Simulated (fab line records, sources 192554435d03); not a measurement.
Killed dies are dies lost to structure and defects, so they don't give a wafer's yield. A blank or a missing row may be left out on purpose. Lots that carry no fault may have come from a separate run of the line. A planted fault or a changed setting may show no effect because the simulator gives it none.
Which tool did it? || flow n5 finfet || at 1 step of a route of 1938, 12 lots with 36 wafers sampled

WHAT EACH GAUGE READ, for each wafer
N5_BEOL_M6_OVL_MEAS_29.
{"lot": "L074", "measured": "day 9 12:44", "on": "overlay-01", "V5_OVL (nm)": "0.2 0.2 0.5"}
{"lot": "L077", "measured": "day 10 03:57", "on": "overlay-01", "V5_OVL (nm)": "-1.3 -1.0 -0.4"}
{"lot": "L081", "measured": "day 10 16:58", "on": "overlay-02", "V5_OVL (nm)": "0.1 0.2 -1.0"}
{"lot": "L080", "measured": "day 11 11:43", "on": "overlay-02", "V5_OVL (nm)": "-0.1 -0.7 -0.2"}
{"lot": "L084", "measured": "day 11 15:43", "on": "overlay-02", "V5_OVL (nm)": "-0.4 -0.5 -0.7"}
{"lot": "L085", "measured": "day 12 02:17", "on": "overlay-02", "V5_OVL (nm)": "-0.8 0.2 -1.1"}
{"lot": "L087", "measured": "day 12 18:58", "on": "overlay-01", "V5_OVL (nm)": "-0.2 -0.1 -0.6"}
{"lot": "L088", "measured": "day 13 01:25", "on": "overlay-02", "V5_OVL (nm)": "1.2 0.4 0.5"}
{"lot": "L092", "measured": "day 13 11:50", "on": "overlay-02", "V5_OVL (nm)": "-1.3 -0.7 -0.3"}
{"lot": "L093", "measured": "day 13 15:11", "on": "overlay-02", "V5_OVL (nm)": "-0.1 -0.7 -0.1"}
{"lot": "L095", "measured": "day 14 18:45", "on": "overlay-01", "V5_OVL (nm)": "-0.7 -0.9 0.2"}
{"lot": "L096", "measured": "day 15 01:11", "on": "overlay-02", "V5_OVL (nm)": "-0.4 -0.4 -1.9"}

TOOL THAT RAN EACH LOT (tool first, then ch and the chambers of the sampled wafers, then the start)
Before these readings, the record contains no process step.

THE ANSWER, worked out from the rows above alone
Rule: the usual values come from the lots themselves. The widest of any qualifying gaps counts: lots, ordered by their means at a reading, are off when they make up no more than a third of the lots, leave a main group of 4 or more, and stand apart from it by 3 or more times the standard deviation of that group's means. The tables above print the reading to a certain number of digits; a main group whose means all agree to those digits is not used. A lot without any number at a reading at which 4 lots or more have one is off too. Any other lot the step has rows for is counted as sound.
Nothing can be told from this: no lot is off at any reading shown.

WHAT THE SIMULATOR HAD PUT IN
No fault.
